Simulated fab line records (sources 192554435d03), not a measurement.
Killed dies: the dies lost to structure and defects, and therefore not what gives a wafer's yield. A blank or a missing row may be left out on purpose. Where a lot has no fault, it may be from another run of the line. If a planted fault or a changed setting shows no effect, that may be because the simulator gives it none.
A lot that was struck, set against a sound lot || flow n5_finfet || 14 out of 1938 route steps
Sound: wafers L578.1, L578.3, L578.6. Struck: wafer L570.4 (L570.1, L570.6, from the same lot, were not struck and are left out); the cause is given at the end.
At each step with rows: each side's tool, then ch and its chambers, then its first start. Under that, the readings that differ: sound wafers || struck wafers || difference of the means || sigmas: that difference in standard deviations of wafers without a fault.
alike: a reading whose means differ by less than 2 such deviations, as well as words and numbers matching on both sides. not compared: withheld readings; readings where some wafer has no value; bounds like >300 that might hide an equal value; numbers whose values overlap and for which the record gives no deviation.
The two part at a step that has a row with sigmas, a row that says differs or no value, or rows on one side only. Non-overlapping numbers with no deviation appear without sigmas and do not part them. A reading missing from all wafers of one side parts the sides only when that side holds two or more wafers.

first, 3 steps without rows for these wafers: N5_BEOL_M15_PEB_26 (peb time 90 s); N5_BEOL_M15_DEVELOP_27 (develop time 45 s); N5_BEOL_M15_HARDBAKE_32 (time 120 s).
N5_BEOL_M15_CD_MEAS_28: target cd 407.6 nm.
  sound on cd_sem-03 ch 0, day 17 02:41; struck on cd_sem-01 ch 0, day 14 15:22
  alike: cd_nm
N5_BEOL_M15_OVL_MEAS_29:
  sound on overlay-01 ch 0, day 17 02:43; struck on overlay-02 ch 0, day 14 15:23
  alike: M15_OVL
N5_BEOL_M15_INSPECT_30: inspects for defects (macro).
  sound on defect_inspect-01 at day 17 02:44; struck on defect_inspect-02 at day 14 15:25
  alike: raw_defect_count
N5_BEOL_M15_DESCUM_33: chemistry O2, time 7.9 s.
  sound on rie_diel-03 ch 0,3, day 17 02:50; struck on rie_diel-01 ch 2, day 14 15:35
  alike: chamber_pressure_mTorr, drypump_motor_current_A, o2_flow_sccm, oes_product_au, rf_vpp_V, showerhead_plenum_p_Torr, throttle_valve_pct
  not compared: rf_hours_counter_h
N5_BEOL_M15_ETCH_61: etches BARC in N2/H2, target depth 89 nm, overetch 26.7 nm, time 67.9 s.
  sound on rie_diel-03 ch 0,3, day 17 02:53; struck on rie_diel-01 ch 2, day 14 15:37
  alike: chamber_pressure_mTorr, drypump_motor_current_A, oes_product_au, rf_vpp_V, showerhead_plenum_p_Torr, throttle_valve_pct
  not compared: rf_hours_counter_h
N5_BEOL_M15_TRENCH_ETCH_34: etches SiO2 in C4F8/O2/Ar, target depth 872.93 nm, time 199 s.
  sound on rie_diel-03 ch 0,3, day 17 02:56; struck on rie_diel-01 ch 2, day 14 15:40
  alike: C4F8_flow_sccm, chamber_pressure_mTorr, drypump_motor_current_A, he_outer_torr, oes_product_au, rf_vpp_V, showerhead_plenum_p_Torr, throttle_valve_pct
  not compared: rf_hours_counter_h
then, 1 step without rows for these wafers: N5_BEOL_M15_STRIP_36 (strips in O2).
N5_BEOL_M15_STRIP_62: strips in O2.
  sound on rie_diel-01 ch 0,2,3; struck on rie_diel-03 ch 0
  alike: chamber_pressure_mTorr, drypump_motor_current_A, o2_flow_sccm, oes_product_au, rf_vpp_V, showerhead_plenum_p_Torr, throttle_valve_pct
  not compared: rf_hours_counter_h
N5_BEOL_M15_STRIP_37: strips in O2.
  sound on rie_diel-01 ch 0,2,3, day 17 05:58; struck on rie_diel-03 ch 0, day 14 17:38
{"reading": "chamber_pressure_mTorr (mTorr)", "sound": "30.04 30.00 29.98", "struck": 21.01, "difference": -9.00, "sigmas": "-99 or more"}
  alike: drypump_motor_current_A, o2_flow_sccm, oes_product_au, rf_vpp_V, showerhead_plenum_p_Torr, throttle_valve_pct
  not compared: rf_hours_counter_h
N5_BEOL_M15_ETCH_38: etches SiCN in CF4/N2, target depth 106.4 nm, time 120.5 s.
  sound on rie_diel-01 ch 0,2,3; struck on rie_diel-03 ch 0
  alike: chamber_pressure_mTorr, drypump_motor_current_A, oes_product_au, rf_vpp_V, showerhead_plenum_p_Torr, throttle_valve_pct
  not compared: rf_hours_counter_h
then, 1 step without rows for these wafers: N5_PASSIVATION_PROBE_49.

WHERE THEY PART
N5_BEOL_M15_STRIP_37 only, going by this record. Later steps at which nothing parts them and some readings are alike: N5_BEOL_M15_ETCH_38.

WHY: what the simulator had put in
rie_diel-03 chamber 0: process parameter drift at N5_BEOL_M15_STRIP_37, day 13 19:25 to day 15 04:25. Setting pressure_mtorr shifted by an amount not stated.
